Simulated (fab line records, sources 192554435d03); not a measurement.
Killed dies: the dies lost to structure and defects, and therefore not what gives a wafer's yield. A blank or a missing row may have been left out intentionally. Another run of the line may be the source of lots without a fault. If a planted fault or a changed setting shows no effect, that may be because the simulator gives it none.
Split-lot experiment | flow n5_finfet | 7 lots, 21 wafers read, on a route of 1938 steps

== ON THE SPLIT ==
At N5_FIN_CUT_ETCH_21 (etches SOC in N2/H2, target depth 219 nm, overetch 43.8 nm, time 523.5 s), the setting time_s was moved away from the recipe's 523.5 s on 10 of the 21 wafers read, by -17.8% to +15.5%. The other wafers ran this setting at the recipe's value.

== FROM THE SPLIT TO THE READING: what the file shows between them, 4 steps ==
- N5_FIN_CUT_STRIP_23: strips in N2/H2
- N5_FIN_CUT_STRIP_31: strips in N2/H2
- N5_FIN_CUT_CUT_ETCH_26: etches SiNx in CH3F/O2, target depth 39 nm, time 55.7 s
- N5_FIN_CUT_CUT_ETCH_27: etches SiO2 in CHF3/O2, target depth 4 nm, overetch 2 nm, time 4.9 s

== THE READING ==
FIN_CUT.cd_offset_nm (the simulator's own value, which no gauge read), in nm, at N5_FIN_CUT_PRECLEAN_35 (cleans in vHF, time 13.3 s). The file does not state a usual value for it. Here, 11 wafers ran the recipe; their average is 0.3 nm with a standard deviation of 0.42 nm.

wafer  | tool, chamber at the split | time_s as run, s | against the recipe | FIN_CUT.cd_offset_nm, nm | against lot-mates on the recipe
L075.1 | rie_diel-03, 1             | 448.9            | -14.3%             | -0.4                     | -0.8
L075.5 | rie_diel-03, 1             | 448.9            | -14.3%             | -0.2                     | -0.6
L075.6 | rie_diel-03, 3             | 523.5            | recipe             | 0.4                      | -
L077.2 | rie_diel-03, 1             | 430.5            | -17.8%             | -1.6                     | -1.3
L077.4 | rie_diel-03, 3             | 523.5            | recipe             | -0.2                     | -
L077.5 | rie_diel-03, 1             | 523.5            | recipe             | -0.4                     | -
L081.2 | rie_diel-01, 0             | 523.5            | recipe             | 1                        | -
L081.4 | rie_diel-01, 0             | 523.5            | recipe             | 0.6                      | -
L081.6 | rie_diel-01, 1             | 523.5            | recipe             | 0.2                      | -
L090.4 | rie_diel-03, 0             | 523.5            | recipe             | 0.6                      | -
L090.5 | rie_diel-03, 1             | 604.9            | +15.5%             | 1.4                      | +0.8
L090.6 | rie_diel-03, 0             | 604.9            | +15.5%             | 1.8                      | +1.2
L091.3 | rie_diel-03, 0             | 464.6            | -11.3%             | -0.4                     | -0.8
L091.5 | rie_diel-03, 3             | 464.6            | -11.3%             | -0.2                     | -0.6
L091.6 | rie_diel-03, 2             | 523.5            | recipe             | 0.4                      | -
L092.1 | rie_diel-01, 2             | 438.5            | -16.2%             | -0.8                     | no lot-mate on the recipe
L092.3 | rie_diel-01, 1             | 438.5            | -16.2%             | -0.6                     | no lot-mate on the recipe
L092.4 | rie_diel-01, 0             | 438.5            | -16.2%             | -0.6                     | no lot-mate on the recipe
L093.1 | rie_diel-06, 3             | 523.5            | recipe             | -0.4                     | -
L093.3 | rie_diel-06, 0             | 523.5            | recipe             | 0.2                      | -
L093.6 | rie_diel-06, 2             | 523.5            | recipe             | 0.4                      | -

FIT RESULTS
A straight line over all 21 wafers: FIN_CUT.cd_offset_nm changes by +0.0691 nm for each +1% of time_s; r = +0.86; the points scatter about the line by 0.4 nm.
The same after taking each lot's own level away (the mean of its wafers on the recipe; 18 wafers): +0.062 nm for each +1%; r = +0.92; scatter 0.24 nm.
That fit puts the effect of the largest move of time_s on the reading at 1.1 nm.
The lots' own levels span -0.30 to 0.60 nm, that is 2.2 times the standard deviation above.
Hence the slope depends on the lot-to-lot level, as the two fits are not the same.
Check: for one of the wafers moved furthest among these (-17.8%), held out of the fit, the line's prediction against its lot-mates is -1.02 nm. Against them it came out at -1.3 nm.

== THESE WAFERS: OTHER SPLITS ==
Note: prior to the reading, these wafers also went through further splits. Each is held against what the fit with the lots' levels taken away leaves over:
other split on the same wafers        | wafers away from the commonest value | r with FIN_CUT.cd_offset_nm (lot level and that fit taken away)
N5_ZERO_LAYER_PECVD_02 time_s         | 8                                    | +0.06
N5_ZERO_LAYER_EXPOSE_08 dose_mj       | 7                                    | -0.08
N5_WELL_APT_EXPOSE_05 dose_mj         | 10                                   | +0.13
N5_WELL_APT_PEB_06 peb_time_s         | 7                                    | +0.35
N5_FIN_SAQP_SPACER1_ALD_24 ald_cycles | 9                                    | -0.07

== THE WHOLE CHAIN: every reading that the file lists as answering this split, in the file's order ==
step                   | what it does                                                             | reading                                                                          | change (the file's fit)                                                            | r (the file's)
N5_FIN_CUT_ETCH_21     | etches SOC in N2/H2, target depth 219 nm, overetch 43.8 nm, time 523.5 s | etch.depth_nm (the simulator's own value, which no gauge read)                   | not straight: 216 at the lowest setting, 230.1 at the recipe, 230.4 at the highest | not given
N5_FIN_CUT_ETCH_21     | etches SOC in N2/H2, target depth 219 nm, overetch 43.8 nm, time 523.5 s | SiARC_of_FIN_CUT_COAT_19.thk_nm (the simulator's own value, which no gauge read) | -0.0748 nm for each +1% of the setting                                             | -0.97
N5_FIN_CUT_PRECLEAN_35 | cleans in vHF, time 13.3 s                                               | FIN_CUT.cd_offset_nm (the simulator's own value, which no gauge read)            | +0.0637 nm for each +1% of the setting                                             | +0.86

== THE FILE'S OWN FIT ==
FIN_CUT.cd_offset_nm changes by +0.0637 nm for each +1% of time_s, r = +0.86.
